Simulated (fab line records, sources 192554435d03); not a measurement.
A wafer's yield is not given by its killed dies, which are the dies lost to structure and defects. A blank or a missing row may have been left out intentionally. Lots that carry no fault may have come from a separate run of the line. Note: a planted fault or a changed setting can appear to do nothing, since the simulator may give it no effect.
Matching of chambers	flow n5Finfet	N5_SDB_CMP_30 on cmp-01 has 4 sister chambers
The step polishes, stops on poly-Si, t overpolish 1.54 s, target thk 30 nm. 4 wafers are shown with their chamber, then 6 later ones without.

== EACH WAFER AND ITS CHAMBER ==
wafer	chamber	motorCurrentA (A)
L443.6	2	10.3
L446.2	3	12.4
L446.3	0	13.0
L447.6	1	14.0

== WAFERS MISSING THEIR CHAMBER ==
wafer	motorCurrentA (A)
L449.1	11.0
L449.4	14.8
L449.6	11.1
L458.3	10.9
L458.5	10.9
L458.6	14.4

== EACH ONE'S CHAMBER ==
wafer	from the rows above	in truth
L449.1	can't be placed: 2 or 3 or 0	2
L449.4	can't be placed: 1 or 0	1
L449.6	can't be placed: 2 or 3 or 0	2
L458.3	can't be placed: 2 or 3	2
L458.5	can't be placed: 2 or 3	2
L458.6	can't be placed: 1 or 0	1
Correct placement for 0 of the 6. These rows do not allow placing 6 (true chamber among the candidates in 6). Number placed wrongly: 0.
How it was worked out, from the rows above alone: a wafer's distance from a chamber is the root of the sum, over the readings, of the square of ((its reading less the chamber's mean) divided by the reading's scatter). If the next closest chamber is less than 2 further off than the closest, the wafer can't be placed; otherwise it belongs to the closest. A chamber's mean is the mean of its shown wafers. The scatter: root of mean squared gap, hidden wafer to nearest shown wafer, with one shown wafer a chamber.
